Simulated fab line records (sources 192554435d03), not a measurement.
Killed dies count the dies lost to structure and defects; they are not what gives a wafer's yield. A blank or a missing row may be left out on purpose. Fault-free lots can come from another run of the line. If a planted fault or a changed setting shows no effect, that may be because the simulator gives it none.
Chamber matching + flow n5 finfet + 4 sister chambers for N5_BEOL_M4_VIA_ETCH_34 on rie diel-05
The step etches the open film in C4F6/O2, target depth 69.4 nm, time 65.9 s. 20 wafers are shown with their chamber, then 10 later ones without.

WAFERS PAIRED WITH THEIR CHAMBERS
| wafer  | chamber | drypump motor current A (A) | rf vpp V (V) | showerhead plenum p Torr (Torr) |
|--------|---------|-----------------------------|--------------|---------------------------------|
| L075.1 | 0       | 6.6                         | 666          | 2.82                            |
| L075.3 | 2       | 5.1                         | 684          | 2.96                            |
| L075.5 | 1       | 5.7                         | 691          | 2.97                            |
| L079.1 | 0       | 6.6                         | 667          | 2.82                            |
| L079.3 | 3       | 5.7                         | 666          | 2.99                            |
| L079.5 | 2       | 5.1                         | 685          | 2.95                            |
| L081.1 | 3       | 5.7                         | 666          | 2.99                            |
| L081.3 | 1       | 5.8                         | 693          | 2.97                            |
| L081.5 | 3       | 5.7                         | 667          | 2.99                            |
| L082.2 | 2       | 5.1                         | 684          | 2.95                            |
| L082.3 | 3       | 5.7                         | 665          | 2.99                            |
| L082.5 | 0       | 6.6                         | 667          | 2.82                            |
| L083.2 | 1       | 5.8                         | 691          | 2.96                            |
| L083.3 | 3       | 5.7                         | 666          | 2.99                            |
| L083.6 | 1       | 5.7                         | 691          | 2.96                            |
| L084.1 | 2       | 5.1                         | 685          | 2.94                            |
| L084.5 | 3       | 5.7                         | 667          | 2.98                            |
| L084.6 | 1       | 5.7                         | 691          | 2.96                            |
| L088.2 | 2       | 5.1                         | 685          | 2.94                            |
| L088.3 | 0       | 6.6                         | 668          | 2.82                            |

SIGNATURES (averages over the wafers above)
| reading                  | chamber 0 | chamber 1 | chamber 2 | chamber 3 | scatter within a chamber |
|--------------------------|-----------|-----------|-----------|-----------|--------------------------|
| drypump motor current A  | 6.600     | 5.740     | 5.100     | 5.700     | 0.0274                   |
| rf vpp V                 | 667.00    | 691.40    | 684.60    | 666.17    | 0.76                     |
| showerhead plenum p Torr | 2.8200    | 2.9640    | 2.9480    | 2.9883    | 0.0055                   |
Rule: for each reading, subtract the chamber's mean from the wafer's reading, divide by that reading's scatter and square the result; add these up over the readings and take the root, which gives the wafer's distance from the chamber. The wafer belongs to the nearest chamber; if the next one is less than 2 further off, it can't be placed. The scatter: take each reading less its chamber's mean, square it, sum over the shown wafers, divide by the number of wafers less the number of chambers, and take the root.

WAFERS WITHOUT THEIR CHAMBER
| wafer  | drypump motor current A (A) | rf vpp V (V) | showerhead plenum p Torr (Torr) |
|--------|-----------------------------|--------------|---------------------------------|
| L088.5 | 5.7                         | 664          | 2.98                            |
| L087.2 | 5.1                         | 683          | 2.94                            |
| L087.3 | 5.7                         | 692          | 2.96                            |
| L087.5 | 5.7                         | 692          | 2.96                            |
| L093.3 | 5.7                         | 666          | 2.97                            |
| L093.5 | 5.7                         | 667          | 2.98                            |
| L093.6 | 6.6                         | 667          | 2.81                            |
| L095.1 | 5.1                         | 683          | 2.94                            |
| L095.2 | 6.6                         | 667          | 2.81                            |
| L095.4 | 5.7                         | 664          | 2.97                            |

WHICH CHAMBER EACH WENT THROUGH
| wafer  | from the rows above | in truth |
|--------|---------------------|----------|
| L088.5 | 3                   | 3        |
| L087.2 | 2                   | 2        |
| L087.3 | 1                   | 1        |
| L087.5 | 1                   | 1        |
| L093.3 | 3                   | 3        |
| L093.5 | 3                   | 3        |
| L093.6 | 0                   | 0        |
| L095.1 | 2                   | 2        |
| L095.2 | 0                   | 0        |
| L095.4 | 3                   | 3        |
10 of 10 placed correctly. Not placeable from these rows: 0. 0 placed wrongly.
